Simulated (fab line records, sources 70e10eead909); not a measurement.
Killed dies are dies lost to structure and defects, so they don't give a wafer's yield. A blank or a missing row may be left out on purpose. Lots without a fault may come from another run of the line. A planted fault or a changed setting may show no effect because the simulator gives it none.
fab line records | flow nand_harc
record lots=12 wafers=36 last_day=33
route steps=1302 shown A_CHANNEL_HOLE_D2@593 A_CHANNEL_FILL_D2@618 END@1302
lots that met no fault: from a run of the same line without faults
start_h: hours from the record's first day to the start of the lot's first wafer shown | wait_h: hours since the lot's step before | " the same as in the row above | L1.1+2: a row that stands for several wafers | - no value, or no start given | * or withheld: withheld | < > ~ a bound
route shown NAME@n: a module of which the file shows steps, and the number in the route of the first | usual: mean/standard deviation of fault-free wafers | same: alike in all rows | chamber/n: place in a boat | sites: the reading at each site | _std_site: their standard deviation | _edge_site: outer sites' mean less inner sites' | radius_mm: how far each site lies from the wafer's centre | mask NAME#n: copy n | behind: the tool/chamber that last shaped the wafer | hold: why the lot was held/for how many hours/how that ended | device: the transistor (n, p or np) that didn't switch | end of line: the same wafers' tests at the end of the route | a step without rows: its recipe alone | killed: dies lost to structure and defects at the first sort, not the wafer's yield | map: a wafer's dies, x killed, . not, _ none there
set.NAME: the setting as run; set.NAME@STEP: as run at that earlier step | model.NAME: the simulator's own value behind a step, which no gauge read
steps of the route over a sample of lots; a table a step, a row a wafer
services: from which hour (start_h, from the record's first day; less than 0 if before it) a tool's chamber was out of use, for how many hours, and why
## steps
# step NHARC_A_CHANNEL_HOLE_D2_ETCH_21
# recipe bias_v=3000 source_w=withheld pressure_mtorr=20 time_s=514.3 ar_flow_sccm=375 c4f8_flow_sccm=89.3 o2_flow_sccm=35.7 temp_c=-20 target_depth_a=16000 chemistry=C4F8/O2/Ar
# usual drypump_motor_current_A=5.5/0.31 o2_flow_sccm=35.68/0.096 showerhead_plenum_p_Torr=3.63/0.099 throttle_valve_pct=32.156/0.0088
# columns lot.wafer tool chamber start_h wait_h drypump_motor_current_A o2_flow_sccm rf_hours_counter_h showerhead_plenum_p_Torr throttle_valve_pct
L587.4 har_etch-02 0 294.08 0.3 5.5 35.69 - 3.74 32.154
L587.5 " 0 " " 5.5 35.66 - 3.74 32.146
L587.6 " 1 " " 6.1 35.70 - 3.73 32.160
L589.2 har_etch-01 1 322.97 0.3 5.4 35.65 168 3.67 32.148
L589.1 " 0 " " 5.2 35.76 168 3.50 32.155
L589.6 " 0 " " 5.2 35.71 - 3.50 32.149
L592.2 har_etch-02 0 337.78 0.3 5.5 35.54 374 3.72 32.156
L592.4 " 0 " " 5.5 35.56 - 3.72 32.138
L592.5 " 1 " " 6.0 35.85 - 3.72 32.144
L591.4 har_etch-01 1 339.39 0.3 5.4 35.52 - 3.66 32.161
L591.3 " 0 " " 5.2 35.74 - 3.49 32.174
L591.5 " 1 " " 5.4 35.63 - 3.66 32.161
L595.4 har_etch-01 0 366.73 0.3 5.2 35.76 - 3.48 32.162
L595.3 " 1 " " 5.4 35.62 - 3.66 32.154
L595.5 " 0 " " 5.2 35.59 - 3.48 32.168
L600.3 har_etch-02 1 425.28 0.3 6.1 35.77 - 3.70 32.167
L600.5 " 1 " " 6.1 35.76 - 3.70 32.138
L600.6 " 0 " " 5.5 35.83 - 3.70 32.155
L602.1 har_etch-01 0 441.67 0.3 5.2 35.66 245 3.46 32.144
L602.3 " 1 " " 5.4 35.93 - 3.63 32.170
L602.5 " 1 " " 5.4 35.69 - 3.63 32.154
L601.3 har_etch-02 1 441.76 0.3 6.1 35.64 - 3.70 32.149
L601.4 " 0 " " 5.5 35.82 - 3.70 32.158
L601.5 " 1 " " 6.1 35.74 - 3.70 32.155
L606.4 har_etch-01 1 483.10 0.3 5.4 35.85 - 3.62 32.165
L606.6 " 1 " " 5.4 35.74 - 3.62 32.151
L606.5 " 0 " " 5.2 35.82 - 3.45 32.166
L607.1 har_etch-02 0 485.12 0.3 5.5 35.71 58 3.68 32.165
L607.2 " 1 " " 6.1 35.66 58 3.68 32.152
L607.3 " 0 " " 5.5 35.65 - 3.68 32.149
L609.2 har_etch-02 1 517.95 0.3 6.0 35.54 73 3.67 32.162
L609.6 " 1 " " 6.1 35.50 - 3.67 32.160
L609.5 " 0 " " 5.5 35.79 - 3.67 32.176
L610.2 har_etch-01 0 519.21 0.3 5.2 35.72 290 3.44 32.151
L610.3 " 0 " " 5.2 35.65 - 3.44 32.159
L610.5 " 1 " " 5.4 35.52 - 3.61 32.151
# step NHARC_A_CHANNEL_HOLE_D2_ETCH_24
# recipe bias_v=5000 source_w=withheld pressure_mtorr=20 time_s=906.2 ar_flow_sccm=375 c4f8_flow_sccm=93.8 o2_flow_sccm=31.2 temp_c=-20 target_depth_a=15000 chemistry=C4F8/O2/Ar
# usual drypump_motor_current_A=5.5/0.31 o2_flow_sccm=31.19/0.09 showerhead_plenum_p_Torr=3.62/0.098 throttle_valve_pct=32.235/0.0099
# columns lot.wafer tool chamber start_h wait_h drypump_motor_current_A o2_flow_sccm rf_hours_counter_h showerhead_plenum_p_Torr throttle_valve_pct
L587.4 har_etch-02 0 295.90 0.6 5.5 31.08 - 3.73 32.236
L587.5 " 0 " " 5.5 31.27 - 3.73 32.239
L587.6 " 1 " " 6.1 31.18 - 3.73 32.243
L589.2 har_etch-01 1 324.68 0.6 5.4 31.13 170 3.67 32.214
L589.1 " 0 " " 5.2 31.23 170 3.50 32.247
L589.6 " 0 " " 5.2 31.03 - 3.50 32.240
L592.2 har_etch-02 0 339.55 0.6 5.5 31.24 376 3.72 32.233
L592.4 " 0 " " 5.5 31.10 - 3.72 32.242
L592.5 " 1 " " 6.1 31.26 - 3.72 32.241
L591.4 har_etch-01 1 341.22 0.6 5.4 31.21 - 3.66 32.226
L591.3 " 0 " " 5.2 31.36 - 3.49 32.236
L591.5 " 1 " " 5.4 31.07 - 3.66 32.216
L595.4 har_etch-01 0 368.54 0.6 5.2 31.26 - 3.48 32.219
L595.3 " 1 " " 5.4 31.23 - 3.65 32.244
L595.5 " 0 " " 5.1 31.20 - 3.48 32.226
L600.3 har_etch-02 1 427.10 0.6 6.1 31.34 - 3.69 32.244
L600.5 " 1 " " 6.0 31.24 - 3.69 32.239
L600.6 " 0 " " 5.5 31.25 - 3.69 32.244
L602.1 har_etch-01 0 443.38 0.6 5.2 31.27 246 3.46 32.227
L602.3 " 1 " " 5.4 31.19 - 3.63 32.242
L602.5 " 1 " " 5.4 31.16 - 3.63 32.257
L601.3 har_etch-02 1 443.57 0.6 6.0 31.25 - 3.69 32.237
L601.4 " 0 " " 5.6 31.40 - 3.69 32.244
L601.5 " 1 " " 6.1 31.15 - 3.69 32.210
L606.4 har_etch-01 1 484.91 0.6 5.4 31.28 - 3.61 32.243
L606.6 " 1 " " 5.4 31.22 - 3.61 32.227
L606.5 " 0 " " 5.2 31.24 - 3.44 32.220
L607.1 har_etch-02 0 486.81 0.6 5.5 31.25 59 3.67 32.238
L607.2 " 1 " " 6.1 31.08 59 3.67 32.234
L607.3 " 0 " " 5.5 31.27 - 3.67 32.229
L609.2 har_etch-02 1 519.65 0.6 6.0 31.28 75 3.66 32.218
L609.6 " 1 " " 6.1 31.17 - 3.67 32.244
L609.5 " 0 " " 5.5 31.29 - 3.67 32.221
L610.2 har_etch-01 0 520.90 0.6 5.2 31.22 292 3.43 32.230
L610.3 " 0 " " 5.2 31.28 - 3.43 32.226
L610.5 " 1 " " 5.4 31.15 - 3.60 32.241
# step NHARC_A_CHANNEL_HOLE_D2_ETCH_26
# recipe bias_v=300 source_w=2000 pressure_mtorr=30 time_s=224.1 ar_flow_sccm=375 c4f8_flow_sccm=11.4 o2_flow_sccm=113.6 temp_c=-20 target_depth_a=3000 chemistry=C4F8/O2/Ar
# usual drypump_motor_current_A=5.5/0.31 o2_flow_sccm=113.6/0.34 showerhead_plenum_p_Torr=3.67/0.1 throttle_valve_pct=24.583/0.009
# columns lot.wafer tool chamber start_h wait_h drypump_motor_current_A o2_flow_sccm rf_hours_counter_h showerhead_plenum_p_Torr throttle_valve_pct
L587.4 har_etch-02 0 297.36 0.5 5.5 113.8 - 3.79 24.573
L587.5 " 0 " " 5.5 113.5 - 3.79 24.592
L587.6 " 1 " " 6.1 113.2 - 3.78 24.577
L589.2 har_etch-01 1 326.31 0.7 5.4 113.0 172 3.72 24.586
L589.1 " 0 " " 5.2 113.9 172 3.53 24.590
L589.6 " 0 " " 5.2 113.8 - 3.53 24.589
L592.2 har_etch-02 0 341.13 0.6 5.5 113.9 378 3.77 24.593
L592.4 " 0 " " 5.5 113.6 - 3.77 24.574
L592.5 " 1 " " 6.0 113.4 - 3.77 24.580
L591.4 har_etch-01 1 342.66 0.5 5.4 113.2 - 3.71 24.591
L591.3 " 0 " " 5.2 113.7 - 3.53 24.571
L591.5 " 1 " " 5.4 114.0 - 3.71 24.585
L595.4 har_etch-01 0 369.99 0.5 5.2 113.8 - 3.52 24.582
L595.3 " 1 " " 5.4 114.2 - 3.70 24.574
L595.5 " 0 " " 5.2 114.1 - 3.52 24.589
L600.3 har_etch-02 1 428.56 0.5 6.1 113.8 - 3.74 24.573
L600.5 " 1 " " 6.1 114.2 - 3.74 24.585
L600.6 " 0 " " 5.5 113.7 - 3.74 24.589
L601.3 har_etch-02 1 445.02 0.5 6.0 114.5 - 3.74 24.577
L601.4 " 0 " " 5.5 113.9 - 3.74 24.586
L601.5 " 1 " " 6.1 113.2 - 3.74 24.585
L602.1 har_etch-01 0 445.04 0.7 5.2 113.6 248 3.49 24.591
L602.3 " 1 " " 5.4 113.8 - 3.67 24.585
L602.5 " 1 " " 5.4 113.6 - 3.67 24.580
L606.4 har_etch-01 1 486.38 0.5 5.4 113.8 - 3.66 24.584
L606.6 " 1 " " 5.4 113.2 - 3.66 24.577
L606.5 " 0 " " 5.2 113.4 - 3.48 24.594
L607.1 har_etch-02 0 488.47 0.7 5.5 113.5 61 3.72 24.570
L607.2 " 1 " " 6.1 113.7 61 3.72 24.570
L607.3 " 0 " " 5.5 113.4 - 3.72 24.588
L609.2 har_etch-02 1 521.32 0.7 6.1 113.6 76 3.71 24.581
L609.6 " 1 " " 6.1 113.1 - 3.71 24.569
L609.5 " 0 " " 5.5 113.4 - 3.71 24.579
L610.2 har_etch-01 0 522.55 0.7 5.2 113.6 294 3.47 24.587
L610.3 " 0 " " 5.2 113.1 - 3.47 24.590
L610.5 " 1 " " 5.4 113.6 - 3.65 24.601
# step NHARC_A_CHANNEL_FILL_D2_CVD_18
# recipe target_thk_a=30 temp_c=550 material=poly-Si
# usual spike_tc_bottom_C=572.7/1.6 spike_tc_centre_C=550.5/1.1 zone_power_top_pct=16.5/0.46
# columns lot.wafer tool chamber start_h wait_h spike_tc_bottom_C spike_tc_centre_C zone_power_top_pct
L587.4 lpcvd_poly-02 0 322.21 - 571.1 550.7 16.5
L587.5 " 0 " " 571.7 551.5 16.4
L587.6 " 0 " " 573.2 551.6 16.5
L589.1 lpcvd_poly-03 0 350.50 - 573.9 549.0 17.3
L589.2 " 0 " " 573.3 549.2 17.1
L589.6 " 0 " " 574.0 550.8 17.2
L591.3 lpcvd_poly-03 0 366.96 - 574.3 550.9 17.0
L591.4 " 0 " " 575.0 549.1 17.0
L591.5 " 0 " " 575.7 550.4 17.1
L592.2 lpcvd_poly-03 0 366.96 - 572.8 549.8 17.0
L592.4 " 0 " " 573.3 549.3 16.9
L592.5 " 0 " " 575.2 549.6 17.0
L595.3 lpcvd_poly-04 0 394.38 - 574.1 551.0 15.9
L595.4 " 0 " " 572.2 551.7 15.8
L595.5 " 0 " " 573.0 550.2 15.9
L600.3 lpcvd_poly-02 - 453.25 - - - -
L600.5 " - " " - - -
L600.6 " - " " - - -
L601.3 lpcvd_poly-03 - 468.93 - - - -
L601.4 " - " " - - -
L601.5 " - " " - - -
L602.1 lpcvd_poly-03 - 468.93 - - - -
L602.3 " - " " - - -
L602.5 " - " " - - -
L606.4 lpcvd_poly-02 0 509.90 - 571.0 550.9 16.1
L606.5 " 0 " " 572.1 551.3 16.4
L606.6 " 0 " " 571.6 551.2 16.4
L607.1 lpcvd_poly-02 0 509.90 - 572.0 549.9 16.5
L607.2 " 0 " " 571.9 550.3 16.2
L607.3 " 0 " " 571.7 551.7 16.4
L609.2 lpcvd_poly-02 0 546.66 - 571.3 549.6 16.3
L609.5 " 0 " " 571.0 551.5 16.6
L609.6 " 0 " " 572.0 550.4 16.4
L610.2 lpcvd_poly-02 0 546.66 - 571.7 551.2 16.4
L610.3 " 0 " " 573.0 550.4 16.5
L610.5 " 0 " " 568.7 549.2 16.2
# step NHARC_END_SORT_01
# recipe temp_c=25
# usual killed_at_array=54/21 killed_at_other=1.0/1.2 killed_at_periphery=3.6/2.6 killed_dies=58/20 killed_open=3.3/1.9 killed_short=2.6/1.5
# same gross_dies=677
# columns lot.wafer tool chamber start_h wait_h killed_at_array killed_at_other killed_at_periphery killed_dies killed_open killed_short
L600.3 prober-01 0 689.10 3.1 667 0 10 677 4 0
L600.5 prober-01 0 690.70 3.7 673 0 4 677 3 1
L600.6 prober-01 0 691.50 4.0 673 1 3 677 2 1
L602.1 prober-02 0 722.01 2.5 672 3 2 677 4 2
L602.3 prober-02 0 723.63 3.1 670 3 4 677 1 2
L602.5 prober-02 0 725.25 3.7 672 5 0 677 3 2
L601.3 prober-01 0 730.61 3.1 673 0 4 677 5 2
L601.4 prober-01 0 731.40 3.4 676 1 0 677 4 1
L601.5 prober-01 0 732.19 3.7 669 1 7 677 4 4
# killed by level:class
L600.3 A_CHANNEL_FILL_D2:area_cvd=639 A_STAIRCASE:chamber_film_flake=10 P_GATE:chamber_film_flake=6 A_CHANNEL_HOLE_D1:chamber_film_flake=4 A_SLIT:chamber_film_flake=4 P_CONTACT:chamber_film_flake=2 A_CHANNEL_FILL_D1:chamber_film_flake=2 A_CHANNEL_FILL_D2:chamber_film_flake=2
L600.5 A_CHANNEL_FILL_D2:area_cvd=636 A_CHANNEL_HOLE_D1:chamber_film_flake=9 A_SLIT:chamber_film_flake=7 A_STAIRCASE:chamber_film_flake=6 A_CHANNEL_FILL_D2:chamber_film_flake=5 A_CONTACT:chamber_film_flake=4 P_GATE:chamber_film_flake=3 A_WL_FILL:chamber_film_flake=2
L600.6 A_CHANNEL_FILL_D2:area_cvd=648 A_CHANNEL_HOLE_D1:chamber_film_flake=6 A_STAIRCASE:chamber_film_flake=5 A_CHANNEL_FILL_D2:chamber_film_flake=3 A_SLIT:chamber_film_flake=3 A_CONTACT:chamber_film_flake=3 A_ONON_D1:geometric_particle:open=2 A_ZERO_WELL:chamber_film_flake=2
L602.1 A_CHANNEL_FILL_D2:area_cvd=617 A_CHANNEL_HOLE_D2:chamber_film_flake=22 A_SLIT:chamber_film_flake=18 A_WL_FILL:chamber_film_flake=4 A_BLC:chamber_film_flake=3 THIN_TSV:chamber_film_flake=3 A_CHANNEL_FILL_D1:geometric_particle:open=2 P_M1:geometric_particle:open=1
L602.3 A_CHANNEL_FILL_D2:area_cvd=642 A_SLIT:chamber_film_flake=10 A_CHANNEL_HOLE_D2:chamber_film_flake=10 A_CHANNEL_HOLE_D1:chamber_film_flake=3 P_GATE:chamber_film_flake=2 A_CONTACT:chamber_film_flake=2 THIN_TSV:chamber_film_flake=2 P_CONTACT:geometric_particle:short=1
L602.5 A_CHANNEL_FILL_D2:area_cvd=635 A_SLIT:chamber_film_flake=17 A_CONTACT:chamber_film_flake=9 A_CHANNEL_HOLE_D2:chamber_film_flake=5 THIN_TSV:chamber_film_flake=4 A_CHANNEL_HOLE_D1:geometric_particle:open=1 A_CHANNEL_FILL_D1:geometric_particle:short=1 A_DECK1_JOINT:geometric_particle:short=1
L601.3 A_CHANNEL_FILL_D2:area_cvd=580 A_CHANNEL_HOLE_D1:chamber_film_flake=40 A_SLIT:chamber_film_flake=36 A_CONTACT:chamber_film_flake=5 A_ONON_D1:geometric_particle:open=3 A_CHANNEL_FILL_D1:chamber_film_flake=3 P_BONDPAD:chamber_film_flake=2 P_CONTACT:geometric_particle:short=1
L601.4 A_CHANNEL_FILL_D2:area_cvd=611 A_CHANNEL_HOLE_D1:chamber_film_flake=31 A_SLIT:chamber_film_flake=16 A_CHANNEL_HOLE_D2:chamber_film_flake=5 A_CONTACT:chamber_film_flake=4 A_BLC:geometric_particle:open=2 A_CHANNEL_FILL_D1:chamber_film_flake=2 A_DECK1_JOINT:chamber_film_flake=2
L601.5 A_CHANNEL_FILL_D2:area_cvd=596 A_SLIT:chamber_film_flake=27 A_CHANNEL_HOLE_D1:chamber_film_flake=24 A_CONTACT:chamber_film_flake=10 P_BONDPAD:chamber_film_flake=3 A_CHANNEL_HOLE_D2:chamber_film_flake=3 P_CONTACT:chamber_film_flake=2 P_GATE:geometric_particle:open=1
## services
# columns tool chamber start_h hours kind
har_etch-02 1 307.51 - consumable_replace:focus_ring
har_etch-02 1 307.51 17.0 scheduled_down
har_etch-02 1 307.51 17.0 vent_cycle
har_etch-02 - 379.49 17.0 pm
har_etch-02 0 379.49 17.0 vent_cycle
har_etch-02 1 379.49 17.0 vent_cycle
lpcvd_poly-03 - 386.00 26.0 pm
har_etch-02 0 396.49 - clean
har_etch-02 0 396.49 - consumable_replace:focus_ring
har_etch-02 1 396.49 - clean
lpcvd_poly-02 - 514.42 6.4 repair
## key
first_sign step=NHARC_A_CHANNEL_FILL_D2_CVD_18 reading=tool_record direction=missing
effect step=NHARC_END_SORT_01 reading=killed_dies direction=up sigmas=30 usual=58 struck=677
more_kills_born_at NHARC_A_CHANNEL_FILL_D2_CVD_18@lpcvd_poly-03=3681 NHARC_A_CHANNEL_FILL_D2_CVD_18@lpcvd_poly-02=1923
met_at NHARC_A_CHANNEL_FILL_D2_CVD_18
struck_lots L600,L601,L602
later_rows_left_out L600.3,L600.5,L600.6,L601.3,L601.4,L601.5,L602.1,L602.3,L602.5
tester_left_out L600,L601,L602
not_acting_at NHARC_A_CHANNEL_HOLE_D2_ETCH_21,NHARC_A_CHANNEL_HOLE_D2_ETCH_24,NHARC_A_CHANNEL_HOLE_D2_ETCH_26
onset_between 366.96 453.25
fault kind=skipped_step_whole tool=lpcvd_poly-02,lpcvd_poly-03 chamber=- onset_h=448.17 steps=NHARC_A_CHANNEL_FILL_D2_CVD_18 scope=struck_lots_only
# tester_left_out: of these lots the tester's yield and bins aren't shown, on N5 and GAA mostly nor the transistor test; their killed dies are dies lost to structure and defects alone, not to doping, threshold or leakage, so they don't give the yield
# later_rows_left_out: the simulator's readings of these wafers behind a module that went badly wrong aren't trusted and aren't shown, but for the sort
